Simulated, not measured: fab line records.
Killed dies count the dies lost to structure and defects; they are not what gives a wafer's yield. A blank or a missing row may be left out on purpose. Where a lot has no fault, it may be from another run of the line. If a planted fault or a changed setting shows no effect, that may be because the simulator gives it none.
Comparing a struck lot with a sound one / flow n5-finfet / 38 out of 1938 route steps
Sound: wafers L387.2, L387.4, L387.6. Struck: wafers L376.3, L376.5. At the end, the cause is stated.
For every step that has rows: the tool of each side, followed by ch and its chambers, followed by its first start. Under that, the readings that differ: sound wafers / struck wafers / difference of the means / sigmas: that difference in standard deviations of wafers without a fault.
alike: a reading whose means differ by less than 2 such deviations, as well as words and numbers matching on both sides. not compared: withheld readings; readings where some wafer has no value; bounds like >300 that might hide an equal value; numbers whose values overlap and for which the record gives no deviation.
The two part at a step that has a row with sigmas, a row that says differs or no value, or rows on one side only. When numbers do not overlap yet have no deviation, they are printed without sigmas and do not part them. A reading missing from all wafers of one side parts the sides only when that side holds two or more wafers.

first, 11 steps without rows for these wafers: N5_MOL_CONTACT_COAG_VIA_ETCH_117 (etches SiO2 in C4F6/O2, target depth 40 nm, overetch 8 nm, time 26 s); N5_MOL_CONTACT_COAG_ETCH_124 (etches SiNx in CH3F/O2, stops on SiOC, target depth 6.5 nm); N5_MOL_CONTACT_COAG_ETCH_48 (etches SiOC in C4F6/O2, target depth 15 nm, overetch 4.5 nm, time 17 s); N5_MOL_CONTACT_COAG_STRIP_72 (strips in N2/H2); N5_MOL_CONTACT_COAG_STRIP_49 (strips in N2/H2, time 30 s); N5_MOL_CONTACT_COAG_PRECLEAN_138 (cleans in alkaline clean, time 60 s); N5_MOL_CONTACT_COAG_SRD_139 (time 30 s); N5_MOL_CONTACT_COAG_PRE_CLEAN_121; N5_MOL_CONTACT_COAG_CVD_140 (deposits W, target thk 66.5 nm, time 215 s); N5_MOL_CONTACT_COAG_PRECLEAN_127 (cleans in DIW, time 57.5 s); N5_MOL_CONTACT_COAG_SRD_128 (dry time 32 s).
N5_MOL_CONTACT_COAG_CMP_52: polishes, stops on SiO2, t overpolish 1.5 s, target thk 66.5 nm.
  sound on cmp-03 ch 0,1,3, day 11 09:20; struck on cmp-02 ch 0,1, day 8 12:33
reading=overpolish-run-s (s); sound=1.487 1.492 1.503; struck=0.042 0.037; difference=-1.454; sigmas=-99 or more
reading=time-to-endpoint-s (s); sound=14.2 14.4 13.7; struck=26.0 26.0; difference=+11.9; sigmas=+5
  alike: motor-current-A, retaining-ring-pressure-frac
  not compared: pad-life-wafers
N5_MOL_CONTACT_COAG_THK_MEAS_53:
  struck on film-metro-02, day 8 12:48; sound on film-metro-01, day 11 09:35
reading=VIA_MOL_THK (nm); sound=43.5 43.7 44.1; struck=- -; difference=no value on the struck wafers; sigmas=
then, 1 step without rows for these wafers: N5_MOL_CONTACT_COAG_ANNEAL_112 (time 1800 s).
N5_MOL_CONTACT_COAG_INSPECT_97: inspects for defects (darkfield).
  struck on defect-inspect-02, day 8 15:53; sound on defect-inspect-01, day 11 12:40
reading=raw-defect-count; sound=40 24 14; struck=1211 1230; difference=+1194; sigmas=+70
then, 21 steps without rows for these wafers: N5_BEOL_M0_SAQP_PECVD_00 (deposits SiCN from 3MS/NH3, target thk 8 nm, time 14 s); N5_BEOL_M0_SAQP_ILD_DEP_01 (deposits SiOC from DEMS/O2, target thk 45.419 nm, time 8.7 s); N5_BEOL_M0_SAQP_HM_DEP_02 (deposits TiN, target thk 12 nm); N5_BEOL_M0_SAQP_PECVD_03 (deposits SiCN from 3MS/NH3, target thk 12 nm, time 21.1 s); N5_BEOL_M0_SAQP_PECVD_96 (deposits a-Si from SiH4/He, target thk 45 nm, time 45.2 s); N5_BEOL_M0_SAQP_PECVD_97 (deposits SiNx from SiH4/NH3/N2, target thk 23 nm, time 19.9 s); N5_BEOL_M0_SAQP_PECVD_04 (deposits a-Si from SiH4/He, target thk 60 nm, time 60.2 s); N5_BEOL_M0_SAQP_HM_DEP_111 (deposits SiO2 from SiH4/N2O, target thk 12 nm, time 7.2 s); N5_BEOL_M0_SAQP_COAT_81 (time 60 s, resist thk 100 nm); N5_BEOL_M0_SAQP_COAT_82 (time 60 s, resist thk 30 nm); N5_BEOL_M0_SAQP_COAT_08 (resist thk 90 nm); N5_BEOL_M0_SAQP_EBR_10; N5_BEOL_M0_SAQP_SOFTBAKE_09 (time 60 s); N5_BEOL_M0_SAQP_EXPOSE_11 (exposes mask M0 CORE, target cd 42 nm); N5_BEOL_M0_SAQP_PEB_12 (peb time 60 s); N5_BEOL_M0_SAQP_DEVELOP_13 (develop time 30 s); N5_BEOL_M0_SAQP_DESCUM_19 (chemistry O2, time 7.9 s); N5_BEOL_M0_SAQP_ETCH_83 (etches SiARC in CF4, target depth 39 nm, time 65 s); N5_BEOL_M0_SAQP_ETCH_84 (etches SOC in N2/H2, target depth 100 nm, overetch 20 nm, time 150 s); N5_BEOL_M0_SAQP_STRIP_80 (strips in N2/H2); N5_BEOL_M0_SAQP_HM_OPEN_112 (chemistry CHF3/O2, target SiO2, stops on a-Si, target depth 12 nm, time 13.5 s).
N5_BEOL_M4_RC_MEAS_101:
  the record has rows for the sound wafers here (prober-02 ch 0, day 14 09:16) and none for the struck ones
-- here the record skips 7 days between the struck wafers' starts before and after, leaving off in module BEOL_M4 and picking up in module PASSIVATION (first step shown: number 1936 of the route) --
N5_PASSIVATION_PROBE_49:
  struck on prober-01, day 15 20:04; sound on prober-02, day 18 22:48
reading=defect-limited-yield (%); sound=92.1 91.2 91.3; struck=0 0; difference=-92; sigmas=-70
reading=killed_at_M4_up; sound=19 26 23; struck=11 9; difference=-13; sigmas=-2
reading=killed-at-contacts; sound=9 10 8; struck=1100 1120; difference=+1101; sigmas=+99 or more
reading=killed-dies; sound=93 104 103; struck=1180 1180; difference=+1080; sigmas=+72
reading=killed-on-rim; sound=9 12 13; struck=152 152; difference=+141; sigmas=+35
reading=sort-n-pass; sound=1087 1076 1077; struck=0 0; difference=-1080; sigmas=-72
reading=sort-yield-pct (%); sound=92.1 91.2 91.3; struck=0 0; difference=-92; sigmas=-70
  alike: killed_at_M0_to_M3, killed-at-front-end, killed-at-other, killed-open, killed-short, sort_bin_5_function, sort_bin_6_memory, sort_bin_8_speed

## WHERE THEY PART
Last at N5_PASSIVATION_PROBE_49 as far as this record goes, first at N5_MOL_CONTACT_COAG_CMP_52.

WHY: the cause the simulator had injected
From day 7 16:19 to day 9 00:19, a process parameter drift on cmp-02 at N5_MOL_CONTACT_COAG_CMP_52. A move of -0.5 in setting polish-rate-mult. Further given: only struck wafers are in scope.
